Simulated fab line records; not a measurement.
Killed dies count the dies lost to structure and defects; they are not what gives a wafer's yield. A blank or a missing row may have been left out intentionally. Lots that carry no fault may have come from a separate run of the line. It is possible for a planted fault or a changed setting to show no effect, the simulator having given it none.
A lot that was struck, set against a sound lot + flow n5_finfet + 40 steps out of a route of 1938
Sound: the wafers L669.1, L669.2, L669.3. Wafers L663.1, L663.3, L663.4 were the ones struck. The cause is named last.
Each step with rows lists, per side, the tool, then ch with its chambers, then its first start. Under that, the readings that differ: sound wafers + struck wafers + difference of the means + sigmas: that difference in standard deviations of wafers without a fault.
alike: words and numbers the same on both sides, and readings whose means are apart by under 2 such deviations; not compared: readings that were withheld, readings missing a value for some wafer, numbers with overlapping values and no deviation given by the record, and bounds like >300 which may hide the same value.
The two part at a step that has a row with sigmas, a row that says differs or no value, or rows on one side only. Numbers that don't overlap but have no deviation are shown without sigmas and don't part them. A reading that every wafer of one side lacks parts them only if that side has two wafers or more.

first, 11 steps without rows for these wafers: N5_MOL_CONTACT_COAG_DESCUM_13 (chemistry O2, time 7 s); N5_MOL_CONTACT_COAG_ETCH_59 (etches underlayer in N2/H2, target depth 13 nm, time 10.4 s); N5_MOL_CONTACT_COAG_ETCH_105 (etches SiARC in CF4, target depth 15.6 nm, time 26 s); N5_MOL_CONTACT_COAG_ETCH_106 (etches SOC in N2/H2, target depth 80 nm, overetch 16 nm, time 120 s); N5_MOL_CONTACT_COAG_STRIP_107 (strips in N2/H2); N5_MOL_CONTACT_COAG_STRIP_108 (strips in N2/H2); N5_MOL_CONTACT_COAG_CONTACT_ETCH_14 (etches SiO2 in C4F6/O2, target depth 27.5 nm, overetch 8.5 nm, time 20 s); N5_MOL_CONTACT_COAG_STRIP_109 (strips in C4F6/O2); N5_MOL_CONTACT_COAG_ETCH_15 (etches SiNx in CH3F/O2, stops on Si:P, target depth 7 nm); N5_MOL_CONTACT_COAG_ETCH_110 (etches Si in CF4/O2, target depth 2.5 nm, time 8 s); N5_MOL_CONTACT_COAG_STRIP_98 (strips in N2/H2).
N5_MOL_CONTACT_COAG_IMPLANT_129:
  sound on implanter-02 ch 0, day 9 17:54; struck on implanter-01 ch 0, day 8 06:09
| reading                          | sound                 | struck                    | difference | sigmas      |
|----------------------------------|-----------------------|---------------------------|------------|-------------|
| beam_energy_keV                  | 2.9990 3.0000 2.9999  | 9.9922 9.9916 9.9926      | +6.9925    | +99 or more |
| end_station_pressure_torr (Torr) | 5.9e-06 5.8e-06 6e-06 | 1.08e-05 1.17e-05 1.1e-05 | +5.27e-06  | +15         |
| model.implant.rp_nm (nm)         | 6.076 6.076 6.076     | 12.66 12.66 12.66         | +6.58      |             |
| model.implant.drp_nm (nm)        | 2.134 2.134 2.134     | 4.588 4.588 4.588         | +2.454     |             |
  alike: dose_ions_cm2
then, 26 steps without rows for these wafers: N5_MOL_CONTACT_COAG_PRECLEAN_111 (cleans in NF3:NH3, afs cycles 1, time 20 s, sublimation time 60 s); N5_MOL_CONTACT_COAG_TI_SIL_19 (material Ti, target thk 4.2 nm, time 15 s); N5_MOL_CONTACT_COAG_ALD_20 (deposits TiN, target thk 1.5 nm, pulse time 1 s, purge time 3 s); N5_MOL_CONTACT_COAG_SIL_ANNEAL_21 (time 60 s); N5_MOL_CONTACT_COAG_PRE_CLEAN_141 (time 60 s); N5_MOL_CONTACT_COAG_SPUTTER_143 (material Co, target thk 2.5 nm); N5_MOL_CONTACT_COAG_CO_FILL_22 (material Co, precursor CCTBA/H2, target thk 20 nm); N5_MOL_CONTACT_COAG_ANNEAL_113 (time 300 s); N5_MOL_CONTACT_COAG_PRE_CLEAN_142 (time 60 s); N5_MOL_CONTACT_COAG_SPUTTER_130 (material Co, target thk 47.5 nm); N5_MOL_CONTACT_COAG_PRECLEAN_125 (cleans in DIW, time 57.5 s); N5_MOL_CONTACT_COAG_SRD_126 (dry time 32 s); N5_MOL_CONTACT_COAG_CMP_23 (polishes, stops on SiO2, t overpolish 1.5 s, target thk 0 nm); N5_MOL_CONTACT_COAG_WET_ETCH_26 (target Co, target depth 13 nm); N5_MOL_CONTACT_COAG_WET_ETCH_116 (etches the open film in SC1-inhibited, target depth 4.6 nm, rinse time 30 s); N5_MOL_CONTACT_COAG_ALD_27 (deposits SiOC, target thk 17 nm, pulse time 1.5 s, time 2720 s); N5_MOL_CONTACT_COAG_CMP_28 (polishes, stops on SiNx, t overpolish 0.85 s, target thk 14.522 nm); N5_MOL_CONTACT_COAG_ALD_123 (deposits SiNx, target thk 5 nm, pulse time 1 s, purge time 2 s); N5_MOL_CONTACT_COAG_PECVD_31 (deposits SiO2 from TEOS/O2, target thk 46 nm, time 8.9 s); N5_MOL_CONTACT_COAG_COAT_75 (time 60 s, resist thk 60 nm); N5_MOL_CONTACT_COAG_COAT_76 (time 60 s, resist thk 10 nm); N5_MOL_CONTACT_COAG_COAT_77 (time 60 s, resist thk 10 nm); N5_MOL_CONTACT_COAG_COAT_78 (resist thk 40 nm); N5_MOL_CONTACT_COAG_EBR_80; N5_MOL_CONTACT_COAG_SOFTBAKE_79 (time 60 s); N5_MOL_CONTACT_COAG_EXPOSE_81 (exposes mask VG, defocus 0 nm).
-- the record jumps here: 3 days lie between the struck wafers' starts before and after (it left off in module MOL_CONTACT_COAG and takes up again in module BEOL_M4, whose first step shown is number 1111 of the route) --
N5_BEOL_M4_RC_MEAS_101:
  sound on prober-01 ch 0, day 13 00:59; struck on prober-01 ch 0, day 11 09:43
| reading             | sound                      | struck                     | difference | sigmas |
|---------------------|----------------------------|----------------------------|------------|--------|
| IOFF_N_LONG (nA/um) | 5.34e-05 5.45e-05 5.65e-05 | 6.33e-05 6.37e-05 6.21e-05 | +8.23e-06  | +3     |
| RC_N (ohm.um)       | 15.7 15.2 15.3             | 16.9 16.2 16.8             | +1.2       | +3     |
  alike: DIBL_N, DIBL_P, IOFF_N, IOFF_P, ION_N, ION_P, SS_N, SS_P, VT_N, VT_P
then, 1 step without rows for these wafers: N5_PASSIVATION_PROBE_49.

WHERE THEY PART
Earliest at N5_MOL_CONTACT_COAG_IMPLANT_129; latest, in this record, at N5_BEOL_M4_RC_MEAS_101.

WHY: whatever the simulator had introduced
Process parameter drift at N5_MOL_CONTACT_COAG_IMPLANT_129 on implanter-01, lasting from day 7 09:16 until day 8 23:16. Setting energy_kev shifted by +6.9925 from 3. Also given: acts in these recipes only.
